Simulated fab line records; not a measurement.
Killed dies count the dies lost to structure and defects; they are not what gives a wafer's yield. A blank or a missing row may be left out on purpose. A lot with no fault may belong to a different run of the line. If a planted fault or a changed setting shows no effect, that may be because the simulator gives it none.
Chamber matching | flow nandHarc | NHARC_P_GATE_DEP_103 on pecvd-02: 3 sister chambers
The step deposits SiON, target thk 30 nm. 33 wafers are shown with their chamber, then 12 later ones without.

WAFERS, EACH WITH ITS CHAMBER
wafer  | chamber | heaterPowerW (W)
L074.1 | 0       | 680
L074.2 | 2       | 807
L074.6 | 1       | 724
L075.1 | 2       | 822
L075.4 | 1       | 809
L075.5 | 2       | 815
L079.1 | 1       | 810
L079.3 | 2       | 853
L079.6 | 0       | 705
L079.2 | 0       | 689
L079.4 | 2       | 832
L079.5 | 1       | 833
L080.1 | 2       | 836
L080.2 | 0       | 753
L080.6 | 2       | 825
L082.3 | 0       | 771
L082.4 | 0       | 761
L082.5 | 2       | 799
L085.2 | 0       | 706
L085.3 | 2       | 759
L085.6 | 1       | 769
L085.1 | 1       | 796
L085.4 | 0       | 716
L085.5 | 2       | 764
L086.2 | 0       | 724
L086.5 | 1       | 818
L086.6 | 0       | 735
L086.1 | 1       | 808
L086.3 | 2       | 856
L086.4 | 2       | 839
L090.2 | 0       | 765
L090.4 | 0       | 763
L090.5 | 2       | 725

SIGNATURES, as means of the wafers listed above
reading      | chamber 0 | chamber 1 | chamber 2 | scatter within a chamber
heaterPowerW | 730.67    | 795.88    | 810.15    | 35.5
Rule: for a wafer and a chamber, the distance is found by dividing, reading by reading, the gap between the wafer's reading and the chamber's mean by the reading's scatter, squaring, summing and taking the root. The wafer belongs to the nearest chamber; if the next one is less than 2 further off, it can't be placed. The scatter: take each reading less its chamber's mean, square it, sum over the shown wafers, divide by the number of wafers less the number of chambers, and take the root.

WAFERS WITH NO CHAMBER GIVEN
wafer  | heaterPowerW (W)
L091.2 | 740
L091.3 | 837
L091.4 | 845
L094.1 | 725
L094.2 | 690
L094.3 | 821
L094.4 | 822
L094.5 | 696
L094.6 | 756
L097.1 | 721
L097.3 | 730
L097.5 | 717

WHICH CHAMBER EACH ONE RAN IN
wafer  | from the rows above          | in truth
L091.2 | can't be placed: 0 or 1 or 2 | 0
L091.3 | can't be placed: 2 or 1      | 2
L091.4 | can't be placed: 2 or 1      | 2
L094.1 | can't be placed: 0 or 1      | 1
L094.2 | can't be placed: 0 or 1      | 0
L094.3 | can't be placed: 2 or 1      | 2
L094.4 | can't be placed: 2 or 1      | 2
L094.5 | can't be placed: 0 or 1      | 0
L094.6 | can't be placed: 0 or 1 or 2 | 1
L097.1 | can't be placed: 0 or 1      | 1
L097.3 | can't be placed: 0 or 1      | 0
L097.5 | can't be placed: 0 or 1      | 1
Correctly placed: 0 of 12. From these rows, 12 cannot be placed; in 12 the true chamber is one of the candidates. Wrongly placed: 0.
